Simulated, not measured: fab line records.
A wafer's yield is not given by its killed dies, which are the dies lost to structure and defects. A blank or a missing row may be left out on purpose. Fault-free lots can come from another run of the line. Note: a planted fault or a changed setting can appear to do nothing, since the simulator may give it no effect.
Which tool did it? ; flow n5 finfet ; 23 lots with 69 wafers sampled at 3 steps, on a route of 1938 steps

## WHAT THE GAUGES SHOWED, per wafer
N5_BEOL_M5_CD_MEAS_35: target cd 28 nm, target cd y 24 nm. Usual: cd nm reads 27.9 nm (standard deviation 0.33).
lot;measured;on;cd nm (nm);flag
L074;day 8 04:05;cd sem-02;27.3 28.0 27.6;
L075;day 8 04:28;cd sem-03;28.0 28.0 27.9;
L076;day 8 19:41;cd sem-03;27.8 28.0 28.1;
L077;day 8 21:41;cd sem-03;27.9 27.3 27.4;
L078;day 9 01:32;cd sem-01;28.0 27.7 28.1;
L080;day 9 22:50;cd sem-02;27.7 28.3 28.3;
L081;day 10 01:20;cd sem-03;27.5 27.8 27.8;
L082;day 10 03:46;cd sem-01;28.1 27.9 28.1;
L083;day 10 03:59;cd sem-01;28.5 28.4 28.2;
L084;day 10 21:10;cd sem-03;27.5 27.2 27.3;
L086;day 11 10:06;cd sem-01;28.0 27.8 27.6;
L085;day 11 14:20;cd sem-03;27.9 27.4 27.4;
L089;day 11 16:21;cd sem-01;27.1 27.5 27.7;
L087;day 11 16:47;cd sem-01;28.2 28.2 28.3;
L088;day 12 00:01;cd sem-01;27.9 28.2 28.0;
L090;day 12 14:16;cd sem-03;27.8 28.3 28.1;
L091;day 12 20:28;cd sem-02;27.9 28.3 28.2;
L093;day 12 20:45;cd sem-01;28.4 28.0 28.1;
L092;day 13 00:49;cd sem-03;27.7 27.4 27.7;
L094;day 13 01:23;cd sem-03;27.5 27.5 27.6;
L097;day 13 20:46;cd sem-03;28.0 27.5 27.7;
L095;day 14 00:01;cd sem-01;28.3 28.3 28.4;
L096;day 14 03:20;cd sem-03;28.4 27.9 28.0;

## EACH LOT AND THE TOOL THAT RAN IT (in order: tool; ch and the chambers of the sampled wafers; start)
lot;N5_BEOL_M5_ETCH_75;N5_BEOL_M5_STRIP_36
L074;rie diel-01 ch 1,3, day 8 03:33;rie diel-01 ch 1,3, day 8 03:45
L075;rie diel-02 ch 0,2,3, day 8 03:56;rie diel-02 ch 0,2,3, day 8 04:07
L076;rie diel-01 ch 0,2, day 8 19:08;rie diel-01 ch 0,2, day 8 19:19
L077;rie diel-01 ch 0,1,3, day 8 21:07;rie diel-01 ch 0,1,3, day 8 21:19
L078;rie diel-06 ch 0,1,2, day 9 00:59;rie diel-06 ch 0,1,2, day 9 01:11
L080;rie diel-06 ch 0,2,3, day 9 22:17;rie diel-06 ch 0,2,3, day 9 22:29
L081;rie diel-01 ch 0,3, day 10 00:42;rie diel-01 ch 0,3, day 10 00:53
L082;rie diel-01 ch 0,2,3, day 10 03:13;rie diel-01 ch 0,2,3, day 10 03:25
L083;rie diel-06 ch 1,3, day 10 03:22;rie diel-06 ch 1,3, day 10 03:33
L084;rie diel-06 ch 2,3, day 10 20:37;rie diel-06 ch 2,3, day 10 20:49
L086;rie diel-06 ch 0,2, day 11 09:33;rie diel-06 ch 0,2, day 11 09:44
L085;rie diel-02 ch 1,2,3, day 11 13:47;rie diel-02 ch 1,2,3, day 11 13:59
L089;rie diel-06 ch 0,1,2, day 11 15:49;rie diel-06 ch 0,1,2, day 11 16:01
L087;rie diel-01 ch 0,2, day 11 16:14;rie diel-01 ch 0,2, day 11 16:26
L088;rie diel-02 ch 0,2,3, day 11 23:28;rie diel-02 ch 0,2,3, day 11 23:39
L090;rie diel-02 ch 0,1,3, day 12 13:43;rie diel-02 ch 0,1,3, day 12 13:54
L091;rie diel-06 ch 1,2,3, day 12 19:55;rie diel-06 ch 1,2,3, day 12 20:07
L093;rie diel-01 ch 0,1,2, day 12 20:11;rie diel-01 ch 0,1,2, day 12 20:23
L092;rie diel-06 ch 0,1,2, day 13 00:16;rie diel-06 ch 0,1,2, day 13 00:28
L094;rie diel-02 ch 0,2,3, day 13 00:50;rie diel-02 ch 0,2,3, day 13 01:02
L097;rie diel-06 ch 0,2,3, day 13 20:13;rie diel-06 ch 0,2,3, day 13 20:25
L095;rie diel-02 ch 1,3, day 13 23:29;rie diel-02 ch 1,3, day 13 23:40
L096;rie diel-01 ch 0,1,2, day 14 02:47;rie diel-01 ch 0,1,2, day 14 02:59
- N5_BEOL_M5_ETCH_75: etches underlayer in N2/H2, target depth 6.5 nm, time 5.2 s.
- N5_BEOL_M5_STRIP_36: strips in N2/H2.

## AS READ BY THE TOOLS THEMSELVES (means over the sampled wafers that have a number; for cases with no such wafer, the mark the record gives instead)
N5_BEOL_M5_ETCH_75. Usual: chamber pressure mTorr 30.00 mTorr, standard deviation 0.038; drypump motor current A 5.4 A, standard deviation 0.5; etch rf on time s 5.20 s, standard deviation 0.076; h2 flow sccm 200.0 sccm, standard deviation 0.6; oes product au 0.63 a.u., standard deviation 0.048; rf vpp V 522.6 V, standard deviation 2.9; showerhead plenum p Torr 2.49 Torr, standard deviation 0.096; throttle valve pct 17.88 %, standard deviation 0.2.
lot;tool;chamber pressure mTorr (mTorr);drypump motor current A (A);etch rf on time s (s);h2 flow sccm (sccm);oes product au (a.u.);rf vpp V (V);showerhead plenum p Torr (Torr);throttle valve pct (%);flag
L074;rie diel-01;30.01;5.4;5.11;199.9;0.61;524.1;2.56;18.05;
L075;rie diel-02;29.99;5.4;5.22;200.3;0.69;523.5;2.56;17.73;
L076;rie diel-01;30.01;6.0;5.24;200.4;0.64;522.4;2.47;17.67;
L077;rie diel-01;30.01;5.3;5.16;200.4;0.62;521.3;2.50;17.90;
L078;rie diel-06;30.02;5.1;5.23;200.2;0.64;521.5;2.47;17.98;
L080;rie diel-06;30.02;5.4;5.31;199.3;0.60;522.2;2.46;18.00;
L081;rie diel-01;29.98;5.6;5.13;200.0;0.62;520.1;2.46;17.95;
L082;rie diel-01;29.96;5.8;5.09;200.0;0.63;521.6;2.46;17.83;
L083;rie diel-06;29.98;5.2;5.23;199.6;0.62;520.4;2.43;17.87;
L084;rie diel-06;29.95;5.2;5.21;199.7;0.61;519.2;2.42;17.88;
L086;rie diel-06;30.01;5.3;5.27;199.9;0.61;523.7;2.50;18.15;
L085;rie diel-02;29.97;5.8;5.18;200.7;0.64;522.3;2.46;17.81;
L089;rie diel-06;29.95;5.1;5.22;200.0;0.62;522.5;2.46;18.02;
L087;rie diel-01;29.98;6.0;5.16;200.5;0.61;521.0;2.46;17.71;
L088;rie diel-02;30.00;5.4;5.25;200.0;0.66;523.1;2.55;17.77;
L090;rie diel-02;29.99;5.8;5.15;200.4;0.67;524.3;2.55;17.74;
L091;rie diel-06;29.99;5.2;5.20;200.4;0.68;524.5;2.52;17.76;
L093;rie diel-01;29.99;5.5;5.19;199.7;0.60;524.0;2.49;17.86;
L092;rie diel-06;29.97;5.2;5.21;200.4;0.61;519.8;2.46;18.03;
L094;rie diel-02;29.98;5.4;5.16;199.5;0.66;524.5;2.54;17.78;
L097;rie diel-06;29.99;5.4;5.28;199.7;0.67;523.9;2.55;17.92;
L095;rie diel-02;30.02;6.2;5.14;199.7;0.64;522.6;2.46;17.81;
L096;rie diel-01;29.99;5.5;5.18;200.3;0.60;523.2;2.48;17.86;

N5_BEOL_M5_STRIP_36. Usual: chamber pressure mTorr is 20.00 mTorr with standard deviation 0.03, drypump motor current A is 5.4 A with standard deviation 0.49, h2 flow sccm is 200.0 sccm with standard deviation 0.62, oes product au is 0.74 a.u. with standard deviation 0.057, rf vpp V is 59.1 V with standard deviation 1.5, showerhead plenum p Torr is 2.49 Torr with standard deviation 0.096, and throttle valve pct is 23.67 % with standard deviation 0.23.
lot;tool;chamber pressure mTorr (mTorr);drypump motor current A (A);h2 flow sccm (sccm);oes product au (a.u.);rf vpp V (V);showerhead plenum p Torr (Torr);throttle valve pct (%);flag
L074;rie diel-01;20.02;5.4;200.9;0.70;58.9;2.55;23.91;
L075;rie diel-02;20.02;5.4;200.5;0.81;59.0;2.55;23.54;
L076;rie diel-01;19.99;6.0;199.7;0.74;58.2;2.47;23.41;
L077;rie diel-01;20.04;5.3;199.6;0.73;57.9;2.49;23.74;
L078;rie diel-06;20.00;5.2;199.7;0.74;59.4;2.47;23.74;
L080;rie diel-06;20.03;5.4;200.1;0.70;59.0;2.45;23.85;
L081;rie diel-01;19.97;5.6;199.4;0.72;59.1;2.45;23.81;
L082;rie diel-01;20.00;5.8;200.1;0.73;60.0;2.46;23.64;
L083;rie diel-06;20.00;5.1;200.4;0.73;59.5;2.42;23.64;
L084;rie diel-06;20.02;5.2;199.7;0.71;59.0;2.42;23.65;
L086;rie diel-06;19.97;5.4;199.8;0.72;58.9;2.50;23.99;
L085;rie diel-02;20.00;5.8;199.6;0.74;58.7;2.46;23.60;
L089;rie diel-06;20.00;5.2;200.5;0.72;60.4;2.46;23.77;
L087;rie diel-01;20.03;6.0;199.8;0.73;58.2;2.46;23.46;
L088;rie diel-02;20.03;5.4;199.6;0.77;60.7;2.54;23.56;
L090;rie diel-02;20.02;5.8;200.0;0.78;59.8;2.55;23.53;
L091;rie diel-06;19.99;5.2;200.3;0.82;60.8;2.52;23.57;
L093;rie diel-01;20.01;5.5;200.1;0.70;59.0;2.48;23.61;
L092;rie diel-06;19.98;5.2;200.0;0.72;58.5;2.45;23.81;
L094;rie diel-02;20.02;5.4;199.8;0.76;57.8;2.54;23.58;
L097;rie diel-06;19.99;5.4;200.1;0.79;59.6;2.55;23.79;
L095;rie diel-02;19.99;6.2;199.9;0.73;56.9;2.45;23.58;
L096;rie diel-01;19.98;5.5;199.4;0.70;59.1;2.48;23.62;

## THE ANSWER, worked out from the rows above alone
Rule: take the mean of a lot's wafers that have a number; if it is more than 3 standard deviations from the usual mean, the lot is off. A lot without any number at a reading at which 4 lots or more have one is off too. Where the step has rows for the other lots, those lots are counted as sound. First the gauges in route order, then the tools' own readings, where a lot's mean is used as printed above. The first step at which some lot is off is used, and at that step the reading that is off furthest; a lot without a number counts as furthest.
No lot is off at any reading shown: from this, nothing can be told.

## WHAT THE SIMULATOR HAD INSERTED
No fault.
